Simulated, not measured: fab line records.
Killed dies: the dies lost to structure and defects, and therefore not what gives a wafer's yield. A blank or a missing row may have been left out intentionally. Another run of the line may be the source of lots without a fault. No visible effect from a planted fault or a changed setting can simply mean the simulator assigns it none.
3 desks looking at one fault | flow n5Finfet | numbers are kept per desk, each desk with only its own; the story behind them comes last

DESK OF THE TOOL OWNER: lithoTrack-01
The tool's own readings at N5_BEOL_M14_COAT_58 (time 60 s, resist thk 89 nm): means of the sampled wafers that have a number, for each lot that ran on this tool. A lot is out of limits, marked OUT, if its mean lies more than 4 standard deviations from the usual mean; the brackets give that distance.
Columns: A = spinSpeedRpm at N5_BEOL_M14_COAT_58, usual 1500.0 rpm
lot  | first seen here | A
L855 | day 12 01:17    | 1497.5
L861 | day 13 17:32    | 1668.4 (+99 or more) OUT
L858 | day 14 22:56    | 1668.2 (+99 or more) OUT
This desk's verdict: out of limits on L858, L861, starting with L861 at day 13 17:32 (spinSpeedRpm at N5_BEOL_M14_COAT_58). L855 stayed within limits.

THE DEFECT DESK
For each lot, the counts of the inspections along the route, averaged over the sampled wafers that have a number. A lot is out of limits, marked OUT, if its mean lies more than 4 standard deviations from the usual mean; the brackets give that distance.
Columns: A = rawDefectCount at N5_BEOL_M13_INSPECT_55, usual 70; B = rawDefectCount at N5_BEOL_M14_INSPECT_12, usual 2.2
lot  | first seen here | A   | B
L855 | day 12 01:02    | 57  | 2.0
L857 | day 12 03:05    | 47  | 1.7
L861 | day 13 17:17    | 103 | 4.3
L858 | day 14 22:41    | 57  | 1.3
L868 | day 16 10:44    | 68  | 2.7
L870 | day 16 15:22    | 91  | 1.7
Finding of this desk: none of the 6 lots has anything out of limits.

METROLOGY DESK
Means of the sampled wafers that have a number, per lot and without regard to the tool the lot ran on: this is what the gauges read. A lot is out of limits, marked OUT, if its mean lies more than 4 standard deviations from the usual mean; the brackets give that distance.
Columns: A = M13_THK at N5_BEOL_M13_THK_MEAS_50, usual 418 nm; B = M13_RS at N5_BEOL_M13_RS_MEAS_54, usual 0.0447 ohm/sq; C = M14_ILD_THK at N5_BEOL_M14_THK_MEAS_01, usual 1118 nm; D = cdNm at N5_BEOL_M14_CD_MEAS_10, usual 251.0 nm; E = V13_OVL at N5_BEOL_M14_OVL_MEAS_11, usual 0 nm
lot  | first seen here | A   | B      | C    | D     | E
L855 | day 12 00:52    | 414 | 0.0449 | 1124 | 251.0 | -4
L857 | day 12 02:53    | 417 | 0.0445 | 1114 | 250.0 | 6
L861 | day 13 17:08    | 424 | 0.0443 | 1115 | 252.3 | -5
L858 | day 14 22:32    | 414 | 0.0456 | 1128 | 249.7 | -7
L868 | day 16 10:34    | 426 | 0.0440 | 1118 | 251.1 | 2
L870 | day 16 15:12    | 418 | 0.0445 | 1116 | 251.5 | -3
Finding of this desk: none of the 6 lots has anything out of limits.

PUT TOGETHER
The tool owner's desk could have raised an alarm at day 13 17:32, on L858, L861.
Nothing the defect desk looked at was out of limits.
At the metrology desk, nothing out of limits was observed.
The defect desk has L858, L861 on record, within its limits.
The metrology desk holds a record of L858, L861, inside its limits.
Every lot named ran N5_BEOL_M14_COAT_58 on lithoTrack-01.

WHAT THE SIMULATOR PUT IN
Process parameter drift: lithoTrack-01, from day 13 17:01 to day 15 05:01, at N5_BEOL_M14_COAT_58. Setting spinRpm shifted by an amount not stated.
Shown lots that were struck: L858, L861.
Delay in hours, fault start to first out-of-limits reading, by desk: the tool owner's desk at 1.
